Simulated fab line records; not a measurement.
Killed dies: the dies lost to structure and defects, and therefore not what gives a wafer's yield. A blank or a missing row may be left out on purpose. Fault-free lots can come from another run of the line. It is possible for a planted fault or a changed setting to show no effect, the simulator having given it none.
Which of the tools did it? / flow nandHarc / 6 lots with 18 wafers sampled at 5 steps, on a route of 1302 steps

WHAT THE GAUGES READ, wafer by wafer
NHARC_END_SORT_01.
lot=L282; measured=day 30 08:07; on=prober-02; defectLimitedYield (%)=0 0 90.8

WHAT TOOL EACH LOT RAN ON (gives the tool, then ch and the chambers of the sampled wafers, and finally the start)
lot=L272; NHARC_P_BONDPAD_ECD_18=ecdCu-02 ch 0, day 8 09:49; NHARC_THIN_TSV_PVD_19=pvdSputter-01, day 25 08:46 or earlier; NHARC_THIN_TSV_DESCUM_35=rieDiel-09 ch 0,2, day 25 08:46; NHARC_THIN_TSV_ETCH_59=rieMetal-03 ch 0,1, day 25 08:56
lot=L275; NHARC_P_BONDPAD_ECD_18=ecdCu-02 ch 0,1, day 9 20:34; NHARC_THIN_TSV_PVD_19=pvdSputter-02, day 27 05:50 or earlier; NHARC_THIN_TSV_DESCUM_35=rieDiel-09 ch 0,1, day 27 05:50; NHARC_THIN_TSV_ETCH_59=rieMetal-01 ch 0,1, day 27 05:59
lot=L277; NHARC_P_BONDPAD_ECD_18=ecdCu-01 ch 0,1, day 10 09:21; NHARC_THIN_TSV_PVD_19=pvdSputter-03, day 27 19:13 or earlier; NHARC_THIN_TSV_DESCUM_35=rieDiel-09 ch 0,1,2, day 27 19:13; NHARC_THIN_TSV_ETCH_59=rieMetal-03 ch 0,1, day 27 19:21
lot=L280; NHARC_P_BONDPAD_ECD_18=ecdCu-01 ch 0,1, day 11 10:32; NHARC_THIN_TSV_PVD_19=pvdSputter-02, day 28 09:38 or earlier; NHARC_THIN_TSV_DESCUM_35=rieDiel-08 ch 1,2, day 28 09:38; NHARC_THIN_TSV_ETCH_59=rieMetal-01 ch 0,1, day 28 09:49
lot=L282; NHARC_P_BONDPAD_ECD_18=ecdCu-01 ch 0,1, day 12 19:39; NHARC_THIN_TSV_PVD_19=pvdSputter-01, day 29 23:20 or earlier; NHARC_THIN_TSV_DESCUM_35=rieDiel-09 ch 0, day 29 23:20; NHARC_THIN_TSV_ETCH_59=rieMetal-01 ch 1, day 29 23:33
lot=L290; NHARC_P_BONDPAD_ECD_18=ecdCu-02 ch 0,1, day 15 21:03; NHARC_THIN_TSV_PVD_19=pvdSputter-02, day 33 02:14 or earlier; NHARC_THIN_TSV_DESCUM_35=rieDiel-09 ch 0,1,2, day 33 02:14; NHARC_THIN_TSV_ETCH_59=rieMetal-02 ch 0,1, day 33 02:22
- NHARC_P_BONDPAD_ECD_18: material Cu, target thk 400 nm.
- NHARC_THIN_TSV_PVD_19: deposits TaN, target thk 20 nm.
- NHARC_THIN_TSV_DESCUM_35: chemistry O2, time 3 s.
- NHARC_THIN_TSV_ETCH_59: etches the open film in Cl2/BCl3, target depth 880 nm, time 138.1 s.

THE ANSWER, worked out from the rows above alone
Rule: what is usual is taken from the lots themselves. Put in order of their means at a reading, lots are off if they are a third of the lots or fewer, leave a main group of 4 or more, and stand apart from it by a gap of 3 or more times the standard deviation of the main group's means; of several such gaps the widest counts. Not used: any main group whose means are identical at the precision the tables above print for the reading. Also off: a lot with no number at a reading for which 4 or more lots have one. Where the step has rows for the other lots, those lots are counted as sound.
Nothing can be told from this: no lot is off at any reading shown.

WHAT THE SIMULATOR HAD INSERTED
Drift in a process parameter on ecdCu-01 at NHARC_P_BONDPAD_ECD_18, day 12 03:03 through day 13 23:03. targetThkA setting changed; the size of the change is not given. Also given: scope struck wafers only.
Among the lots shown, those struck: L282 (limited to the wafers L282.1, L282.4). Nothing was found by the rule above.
